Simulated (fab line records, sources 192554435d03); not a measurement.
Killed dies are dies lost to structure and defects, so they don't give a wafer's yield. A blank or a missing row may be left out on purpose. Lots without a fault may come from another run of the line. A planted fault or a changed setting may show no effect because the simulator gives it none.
fab line records | flow n5_finfet
record lots=3 wafers=9 last_day=15
route steps=1938 shown HKMG_FIN@433 GATE_CUT@465 BEOL_M4@1111 PASSIVATION@1936
lots that met no fault: from a run of the same line without faults
start_h: hours from the record's first day to the start of the lot's first wafer shown | wait_h: hours since the lot's step before | " the same as in the row above | L1.1+2: a row that stands for several wafers | - no value, or no start given | * or withheld: withheld | < > ~ a bound
route shown NAME@n: a module of which the file shows steps, and the number in the route of the first | usual: mean/standard deviation of fault-free wafers | same: alike in all rows | chamber/n: place in a boat | sites: the reading at each site | _std_site: their standard deviation | _edge_site: outer sites' mean less inner sites' | radius_mm: how far each site lies from the wafer's centre | mask NAME#n: copy n | behind: the tool/chamber that last shaped the wafer | hold: why the lot was held/for how many hours/how that ended | device: the transistor (n, p or np) that didn't switch | end of line: the same wafers' tests at the end of the route | a step without rows: its recipe alone | killed: dies lost to structure and defects at the first sort, not the wafer's yield | map: a wafer's dies, x killed, . not, _ none there
set.NAME: the setting as run; set.NAME@STEP: as run at that earlier step | model.NAME: the simulator's own value behind a step, which no gauge read
lots at some steps of the route; a table a step, a row a wafer
services: from which hour (start_h, from the record's first day; less than 0 if before it) a tool's chamber was out of use, for how many hours, and why
## steps
# step N5_HKMG_FIN_DESCUM_17
# recipe chemistry=O2 time_s=7.9 source_power_w=50 bias_power_w=20 pressure_mtorr=20 rf_frequency_hz=2.712e+07 temp_c=40 resist=CAR-ArF o2_flow_sccm=225
# step N5_HKMG_FIN_ETCH_31
# recipe chemistry=CF4 target=SiARC target_depth_a=455 mask_material=CAR-ArF time_s=75.8 ion_energy_ev=80 pressure_mtorr=40 source_w=545 bias_w=36 Ar_flow_sccm=100 cf4_flow_sccm=100 ends=cleared
# step N5_HKMG_FIN_ETCH_32
# recipe chemistry=N2/H2 target=SOC target_depth_a=2400 temp_c=40 time_s=300 ion_energy_ev=200 mask_material=SiARC pressure_mtorr=30 source_w=840 bias_w=150 n2_flow_sccm=200 h2_flow_sccm=200
# step N5_HKMG_FIN_STRIP_33
# recipe chemistry=N2/H2 temp_c=40 n2_flow_sccm=200 h2_flow_sccm=200 rf_frequency_hz=6e+07
# step N5_HKMG_FIN_STRIP_34
# recipe chemistry=CF4 resist=SiARC power_w=300 bias_power_w=75 pressure_mtorr=50 cf4_flow_sccm=150 rf_frequency_hz=6e+07
# step N5_HKMG_FIN_ETCH_35
# recipe chemistry=N2/H2 target=SOC target_depth_a=2158 ion_energy_ev=65 bias_w=5 source_w=3000 time_s=243.4 pressure_mtorr=30 n2_flow_sccm=200 h2_flow_sccm=200
# step N5_HKMG_FIN_STRIP_92
# recipe chemistry=N2/H2 material=SOC time_s=20 power_w=500 temp_c=40 pressure_mtorr=50 rf_frequency_hz=6e+07 bias_power_w=8 h2_frac=0.5 n2_flow_sccm=300 h2_flow_sccm=300
# step N5_HKMG_FIN_WET_ETCH_18
# recipe chemistry=SC1 target=TiN mix=1:1:5 temp_c=* time_s=55 target_depth_nm=5.2 dry=ipa_marangoni rinse_time_s=30 rinse_temp_c=23
# step N5_HKMG_FIN_STRIP_19
# recipe chemistry=N2/H2 power_w=2500 temp_c=300 h2_frac=0.65 time_s=360 pressure_mtorr=withheld n2_flow_sccm=1750 h2_flow_sccm=3250
# step N5_HKMG_FIN_ALD_91
# recipe material=TiN target_thk_a=10 temp_c=400 ald_precursor_family=TiCl4 ald_co_reactant=NH3 pulse_time_s=1 purge_time_s=3 co_reactant_purge_time_s=2 co_reactant_pulse_time_s=2 ald_cycles=47 pressure_torr=3
# usual ald_cycles=47/0 heater_power_w=870/72 precursor_pulse_height_rel=0.999/0.02
# same purge_time_s=3
# columns lot.wafer tool chamber start_h wait_h ald_cycles heater_power_w precursor_pulse_height_rel
L496.1 ald_metal-03 3 106.19 0.3 47 848 1.007
L496.2 " 2 " " 47 848 0.994
L496.4 " 0 " " 47 895 0.988
L503.3 ald_metal-03 1 149.82 0.1 47 940 1.038
L503.5 " 1 " " 43 964 0.972
L503.6 " 0 " " 43 909 1.030
L509.1 ald_metal-01 3 184.01 0.3 47 928 0.985
L509.3 " 1 " " 47 997 0.982
L509.5 " 0 " " 47 907 1.006
# step N5_HKMG_FIN_COAT_85
# recipe resist=SOC temp_c=250 time_s=60 spin_rpm=1500 resist_thk_nm=300
# step N5_HKMG_FIN_ETCH_86
# recipe chemistry=N2/H2 target=SOC target_depth_a=3932 stop_on=TiN ion_energy_ev=100 bias_w=61 pressure_mtorr=30 source_w=850 n2_flow_sccm=200 h2_flow_sccm=200
# step N5_HKMG_FIN_STRIP_89
# recipe chemistry=N2/H2 material=SOC time_s=20 power_w=500 temp_c=40 pressure_mtorr=50 rf_frequency_hz=6e+07 bias_power_w=8 h2_frac=0.5 n2_flow_sccm=300 h2_flow_sccm=300
# step N5_HKMG_FIN_WET_ETCH_87
# recipe chemistry=SC1 target=TiN mix=1:2:40 temp_c=50 time_s=154.2 target_depth_nm=4.7 dry=ipa_marangoni rinse_time_s=30 rinse_temp_c=23
# step N5_HKMG_FIN_STRIP_88
# recipe chemistry=N2/H2 power_w=2500 temp_c=300 h2_frac=0.65 time_s=360 pressure_mtorr=withheld n2_flow_sccm=1750 h2_flow_sccm=3250
# step N5_HKMG_FIN_NWFM_ALD_20
# recipe material=TiAlC target_thk_a=20 temp_c=300 ald_precursor_family=TiCl4 ald_co_reactant=TEA pulse_time_s=3 purge_time_s=2 co_reactant_purge_time_s=2 co_reactant_pulse_time_s=10 ald_cycles=7 pressure_torr=3
# step N5_HKMG_FIN_ALD_71
# recipe material=TiN target_thk_a=10 temp_c=400 ald_precursor_family=TiCl4 ald_co_reactant=NH3 pulse_time_s=1 purge_time_s=3 co_reactant_purge_time_s=2 co_reactant_pulse_time_s=2 ald_cycles=47 pressure_torr=3
# step N5_HKMG_FIN_COAT_66
# recipe resist=SOC temp_c=250 time_s=60 spin_rpm=1500 resist_thk_nm=300
# step N5_HKMG_FIN_ETCH_67
# recipe chemistry=N2/H2 target=SOC target_depth_a=3889 stop_on=TiN ion_energy_ev=100 bias_w=61 pressure_mtorr=30 source_w=850 n2_flow_sccm=200 h2_flow_sccm=200
# step N5_HKMG_FIN_STRIP_90
# recipe chemistry=N2/H2 material=SOC time_s=20 power_w=500 temp_c=40 pressure_mtorr=50 rf_frequency_hz=6e+07 bias_power_w=8 h2_frac=0.5 n2_flow_sccm=300 h2_flow_sccm=300
# step N5_HKMG_FIN_WET_ETCH_73
# recipe chemistry=SC1 mix=1:2:40 temp_c=50 time_s=42.3 target_depth_nm=1.3 dry=ipa_marangoni rinse_time_s=30 rinse_temp_c=23
# step N5_HKMG_FIN_ETCHBACK_68
# recipe chemistry=Cl2/Ar stop_on=HfO2 target_depth_a=5 pressure_mtorr=10 icp_w=600 bias_w=60 Cl2_flow_sccm=40 Ar_flow_sccm=60
# step N5_HKMG_FIN_STRIP_69
# recipe chemistry=N2/H2 power_w=2500 temp_c=300 h2_frac=0.65 time_s=360 pressure_mtorr=withheld n2_flow_sccm=1750 h2_flow_sccm=3250
# step N5_HKMG_FIN_ALD_21
# recipe material=TiN target_thk_a=15 temp_c=400 ald_precursor_family=TiCl4 ald_co_reactant=NH3 pulse_time_s=1 purge_time_s=3 co_reactant_purge_time_s=2 co_reactant_pulse_time_s=2 ald_cycles=68 pressure_torr=3
# step N5_HKMG_FIN_ALD_72
# recipe material=W target_thk_a=20 temp_c=300 pressure_torr=7.5 ald_precursor_family=WF6 ald_co_reactant=B2H6 pulse_time_s=1 purge_time_s=2 co_reactant_purge_time_s=2 co_reactant_pulse_time_s=3 ald_cycles=7
# step N5_HKMG_FIN_W_FILL_22
# recipe material=W target_thk_a=600 temp_c=400 pressure_torr=39.4 time_s=18.2
# step N5_HKMG_FIN_PRECLEAN_83
# recipe chemistry=DIW time_s=57.5 temp_c=23
# step N5_HKMG_FIN_SRD_84
# recipe dry_time_s=32 dry=n2_spin spin_rpm=1500
# step N5_HKMG_FIN_CMP_23
# recipe stop_on=SiNx t_overpolish_s=10 post_cmp_clean=rinse_only down_force_psi=4 platen_rpm=50.289 pad_velocity_m_s=1.0006 target_thk_nm=46.326
# step N5_HKMG_FIN_CMP_94
# recipe stop_on=SiNx post_cmp_clean=w_dilute_nh4oh t_overpolish_s=4.7 down_force_psi=4 platen_rpm=50.289 pad_velocity_m_s=1.0006 target_thk_nm=43.299
# step N5_GATE_CUT_ETCHBACK_00
# recipe chemistry=SF6/Cl2 target=W pressure_mtorr=8 icp_w=900 bias_w=80 SF6_flow_sccm=40 Cl2_flow_sccm=60
# step N5_GATE_CUT_ETCH_56
# recipe chemistry=Cl2/Ar target=TiN target_depth_a=216 pressure_mtorr=10 icp_w=600 bias_w=60 Cl2_flow_sccm=40 Ar_flow_sccm=60
# step N5_GATE_CUT_ETCHBACK_30
# recipe chemistry=Cl2/Ar target=TiN target_depth_a=30 mode=isotropic pressure_mtorr=10 icp_w=600 bias_w=60 Cl2_flow_sccm=40 Ar_flow_sccm=60
# step N5_GATE_CUT_VAPOR_ETCH_60
# recipe chemistry=BCl3/Cl2 target=HfO2 mode=isotropic
# step N5_GATE_CUT_ETCH_58
# recipe chemistry=CH3F/O2 target=SiNx target_depth_a=170 time_s=128.6 ion_energy_ev=50 pressure_mtorr=30 source_w=415 bias_w=21 Ar_flow_sccm=150 CH3F_flow_sccm=30 O2_flow_sccm=20
# step N5_GATE_CUT_STRIP_59
# recipe chemistry=N2/H2 time_s=20 power_w=100 temp_c=40 pressure_mtorr=100 rf_frequency_hz=6e+07 bias_power_w=3 n2_flow_sccm=300 h2_flow_sccm=300
# step N5_GATE_CUT_PRECLEAN_31
# recipe temp_c=23 chemistry=DIW time_s=300
# step N5_BEOL_M4_RC_MEAS_101
# usual DIBL_N=36.3/1.6 DIBL_P=36.2/2.1 IOFF_N=0.16/0.031 IOFF_N_LIN=0.073/0.012 IOFF_N_LONG=5.47e-05/2.9e-06 IOFF_P=0.21/0.034 ION_N=673/11 ION_P=461/7.4 SS_N=71.6/0.55 SS_P=73.3/0.66 VT_N=251/3.2 VT_N_LONG=275.2/2.1 VT_N_LVT=99/3.5 VT_P=-251/3.5
# columns lot.wafer tool chamber start_h wait_h DIBL_N[mV/V] DIBL_P[mV/V] IOFF_N[nA/um] IOFF_N_LIN[nA/um] IOFF_N_LONG[nA/um] IOFF_P[nA/um] ION_N[uA/um] ION_P[uA/um] SS_N[mV/dec] SS_P[mV/dec] VT_N[mV] VT_N_LONG[mV] VT_N_LVT[mV] VT_P[mV]
L496.1 prober-01 0 188.14 0.0 34.7 34.4 0.14 0.067 6.04e-05 0.20 676 468 71.4 72.9 250 273.2 101 -250
L496.2 " 0 " " 35.0 34.9 0.14 0.066 5.92e-05 0.22 662 466 71.8 73.0 252 273.9 101 -247
L496.4 " 0 " " 35.2 35.1 0.14 0.067 5.78e-05 0.21 667 464 71.1 73.3 253 275.1 101 -247
L503.3 prober-02 0 229.59 0.3 35.2 37.4 0.15 0.069 5.32e-05 0.21 655 455 71.7 74.1 251 276.2 98 -249
L503.5 " 0 " " 36.3 39.1 0.26 0.117 7.13e-05 0.21 710 466 71.4 73.8 238 265.7 85 -251
L503.6 " 0 " " 35.2 37.2 0.22 0.101 6.91e-05 0.17 690 452 71.0 73.1 238 263.5 87 -255
L509.1 prober-01 0 261.67 0.0 39.5 40.3 0.22 0.098 5.54e-05 0.26 689 467 72.5 75.0 246 273.7 91 -250
L509.3 " 0 " " 41.2 40.7 0.25 0.106 5.7e-05 0.26 695 462 72.7 74.6 244 273.0 90 -248
L509.5 " 0 " " 39.4 39.9 0.22 0.098 5.53e-05 0.26 702 476 71.9 74.7 245 274.6 91 -248
# step N5_PASSIVATION_PROBE_49
# usual defect_limited_yield=91.5/1.5 killed_at_M0_to_M3=32/9.4 killed_at_M4_up=12/5.1 killed_at_contacts=11/7.4 killed_at_front_end=41/11 killed_at_other=3.4/2.5 killed_dies=100/17 killed_on_rim=13/4.4 killed_open=65/14 killed_short=33/7 sort_bin_4_leakage=0.00/0.01 sort_bin_5_function=4.9/0.96 sort_bin_6_memory=3.1/0.7 sort_n_pass=1080/17 sort_yield_pct=91.5/1.5
# same gross_dies=1180 killed_at_back_side=0 sort_bin_8_speed[%]=0
# columns lot.wafer tool chamber start_h wait_h defect_limited_yield[%] killed_at_M0_to_M3 killed_at_M4_up killed_at_contacts killed_at_front_end killed_at_other killed_dies killed_on_rim killed_open killed_short sort_bin_4_leakage[%] sort_bin_5_function[%] sort_bin_6_memory[%] sort_n_pass sort_yield_pct[%]
L496.1 prober-01 - 285.61 0.0 88.9 34 19 36 38 4 131 23 93 37 0 6.3 4.3 1049 88.9
L496.2 prober-01 - 285.66 0.1 89.2 44 9 24 48 3 128 15 90 37 0 6.6 4.0 1052 89.2
L496.4 prober-01 - 285.76 0.2 89.0 47 15 35 31 2 130 16 84 45 0 6.9 3.5 1050 89.0
L503.3 prober-01 - 327.55 0.1 91.5 36 17 11 31 5 100 12 67 33 0 4.7 3.6 1080 91.5
L503.5 prober-01 - 327.65 0.2 89.5 32 14 2 73 3 124 34 64 30 0 4.6 3.0 1056 89.5
L503.6 prober-01 - 327.70 0.3 86.4 34 11 19 89 7 160 35 90 44 0 6.8 4.3 1020 86.4
L509.1 prober-01 - 351.80 0.0 91.9 33 14 7 39 3 96 17 53 43 0 4.8 2.9 1084 91.9
L509.3 prober-01 - 351.90 0.1 94.2 25 3 13 28 0 69 11 46 23 0.08 3.1 2.5 1110 94.1
L509.5 prober-01 - 352.00 0.2 91.9 25 11 12 47 0 95 13 61 34 0 4.4 3.6 1085 91.9
# killed by level:class
L496.1 MOL_CONTACT_COAG:geometric_particle:open=27 BEOL_M0_SAQP:geometric_particle:open=13 STI_FIN_REVEAL:geometric_particle:open=9 MOL_CONTACT_COAG:geometric_particle:short=9 BEOL_M0_SAQP:geometric_particle:short=8 DUMMY_GATE:geometric_particle:open=8 BEOL_M4:geometric_particle:open=6 BEOL_M2:geometric_particle:open=5
L496.2 MOL_CONTACT_COAG:geometric_particle:open=19 STI_FIN_REVEAL:geometric_particle:open=13 BEOL_M2:geometric_particle:open=13 GATE_CUT:geometric_particle:short=10 BEOL_M3:geometric_particle:open=9 BEOL_M0_SAQP:geometric_particle:open=7 FIN_SAQP:geometric_particle:open=6 MOL_CONTACT_COAG:geometric_particle:short=5
L496.4 MOL_CONTACT_COAG:geometric_particle:open=26 BEOL_M0_SAQP:geometric_particle:short=13 BEOL_M0_SAQP:geometric_particle:open=10 FIN_SAQP:geometric_particle:open=9 MOL_CONTACT_COAG:geometric_particle:short=9 BEOL_M4:geometric_particle:open=9 BEOL_M1:geometric_particle:open=8 STI_FIN_REVEAL:geometric_particle:open=7
L503.3 MOL_CONTACT_COAG:geometric_particle:open=10 BEOL_M3:geometric_particle:open=10 BEOL_M0_SAQP:geometric_particle:open=8 BEOL_M2:geometric_particle:open=6 BEOL_M1:geometric_particle:short=6 BEOL_M4:geometric_particle:open=6 FIN_SAQP:geometric_particle:open=5 STI_FIN_REVEAL:geometric_particle:short=4
L503.5 HKMG_FIN:area_ald=30 BEOL_M4:geometric_particle:open=11 STI_FIN_REVEAL:geometric_particle:open=10 FIN_SAQP:geometric_particle:short=9 BEOL_M0_SAQP:geometric_particle:open=8 BEOL_M3:geometric_particle:open=8 BEOL_M2:geometric_particle:open=7 FIN_SAQP:geometric_particle:open=5
L503.6 HKMG_FIN:area_ald=24 FIN_SAQP:geometric_particle:open=16 MOL_CONTACT_COAG:geometric_particle:open=16 STI_FIN_REVEAL:geometric_particle:open=15 FIN_SAQP:geometric_particle:short=12 BEOL_M2:geometric_particle:open=9 BEOL_M3:geometric_particle:open=6 BEOL_M1:geometric_particle:short=5
L509.1 FIN_SAQP:geometric_particle:short=9 GATE_CUT:geometric_particle:short=8 STI_FIN_REVEAL:geometric_particle:open=7 BEOL_M0_SAQP:geometric_particle:short=7 MOL_CONTACT_COAG:geometric_particle:open=6 BEOL_M2:geometric_particle:open=6 BEOL_M5:geometric_particle:open=5 DUMMY_GATE:geometric_particle:open=5
L509.3 MOL_CONTACT_COAG:geometric_particle:open=10 FIN_SAQP:geometric_particle:open=7 STI_FIN_REVEAL:geometric_particle:open=7 BEOL_M3:geometric_particle:open=7 BEOL_M0_SAQP:geometric_particle:short=5 DUMMY_GATE:geometric_particle:open=4 BEOL_M2:geometric_particle:open=4 BEOL_M0_SAQP:geometric_particle:open=4
L509.5 MOL_CONTACT_COAG:geometric_particle:open=11 STI_FIN_REVEAL:geometric_particle:open=8 FIN_SAQP:geometric_particle:short=7 GATE_CUT:geometric_particle:short=7 BEOL_M2:geometric_particle:open=6 BEOL_M0_SAQP:geometric_particle:short=5 BEOL_M0_SAQP:geometric_particle:open=5 BEOL_M3:geometric_particle:open=5
# map L503.6 (x killed, . not)
_________________....x.......________________
______________.xx..............x_____________
___________...........x....x..x.x..__________
__________....x............x......xx_________
________....x......x............x..x.._______
_______....................x.....x.....______
______..x................x....x........x_____
_____.xx.x...............................____
____x..................x........xx..x.....___
___................x.x.....xx......x.......__
___....xxx.x.......................x.......__
__x......xx..x..x.........................x._
__....x....x................................_
_............x...x...................x...x..x
_x.x..........x.......x.....x.......x..x.....
_.............x................x.......x.....
_x...xx...x.x............x............x......
_..............x.............x......xxxxx...x
_x....x..x......x.........x.x.............x.x
_.................x.........x..............x.
_...x..............x.....x.............x.x.x.
__..xx...xx....x....................x..x.x.._
__.................................x....x..._
___....x..x..................xx............__
___.x...x.......................x..........__
____......x...xx...x......x...x.......x...___
_____x.....x.......xx...x......x.........____
______x...x.x...x.......xx...x.....x.x.._____
_______.x..x.....xx..............x.....______
________...............xx.....x.....xx_______
__________....x.....x..........xx.x._________
___________...........x.x........x.__________
______________.x.x...x........xx_____________
_________________....xx.x....________________
# map L496.1 (x killed, . not)
_________________............________________
______________.............xx.x._____________
___________..x....................x__________
__________...x....x.........x......._________
________x.x.............x..x.x.x.x...._______
_______.x.......x....x...............x.______
______.....x........................xx.._____
_____....x.........x.x...x...............____
____...............x.x.x.........xx..x..x.___
___............x......x...x..x.............__
___..x.....x......x........x......x.......x__
__....x.........x..........x...x............_
__.................x....x..................x_
_..x.............x.....................x.....
_.....x.....x..x................x........x...
_....x.............x.......xx..........x.....
_...........................xx..x............
_...x...............x.......................x
_..................xx............x...x...x...
_...x.......................x....x...x..x....
_x.................................x.x...x..x
__........x.............x..........x........_
__....x.......................x...........x._
___............x........x...x......x.......__
___.x............x...x.....xx..........xx..__
____..x..........................x........___
_____......x............................x____
______......x......x...x.x......x...x..._____
_______x....xx.........x.......xx......______
________............x........x........_______
__________..........xx....x.x..x...x_________
___________...............x......x.__________
______________........x........._____________
_________________....x..x.x..________________
## services
# columns tool chamber start_h hours kind
ald_metal-03 - 107.55 2.7 repair
ald_metal-01 - 179.35 1.5 repair
## key
first_sign step=N5_HKMG_FIN_ALD_91 reading=ald_cycles direction=down sigmas=99+ usual=* struck=*
effect step=N5_BEOL_M4_RC_MEAS_101 reading=IOFF_N_LONG direction=up sigmas=5.4 usual=5.47e-05 struck=7.02e-05
effect step=N5_BEOL_M4_RC_MEAS_101 reading=VT_N_LONG direction=down sigmas=5.1 usual=275.2 struck=264.6
effect step=N5_BEOL_M4_RC_MEAS_101 reading=VT_N direction=down sigmas=3.9 usual=251 struck=238
effect step=N5_BEOL_M4_RC_MEAS_101 reading=VT_N_LVT direction=down sigmas=3.8 usual=99 struck=86
effect step=N5_BEOL_M4_RC_MEAS_101 reading=IOFF_N_LIN direction=up sigmas=3.2 usual=0.073 struck=0.109
effect step=N5_BEOL_M4_RC_MEAS_101 reading=IOFF_N direction=up sigmas=2.6 usual=0.16 struck=0.24
effect step=N5_PASSIVATION_PROBE_49 reading=killed_at_front_end direction=up sigmas=3.7 usual=41 struck=81
more_kills_born_at N5_HKMG_FIN_ALD_91@ald_metal-03=54
met_at N5_HKMG_FIN_ALD_91
struck_wafers L503.5,L503.6
onset_between 106.19 149.82
fault kind=process_parameter_drift tool=ald_metal-03 chamber=- onset_h=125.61 steps=N5_HKMG_FIN_ALD_91 channel=ald_cycles offset=* shape=step end_h=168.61 scope=struck_wafers_only acts_in=* stated=*
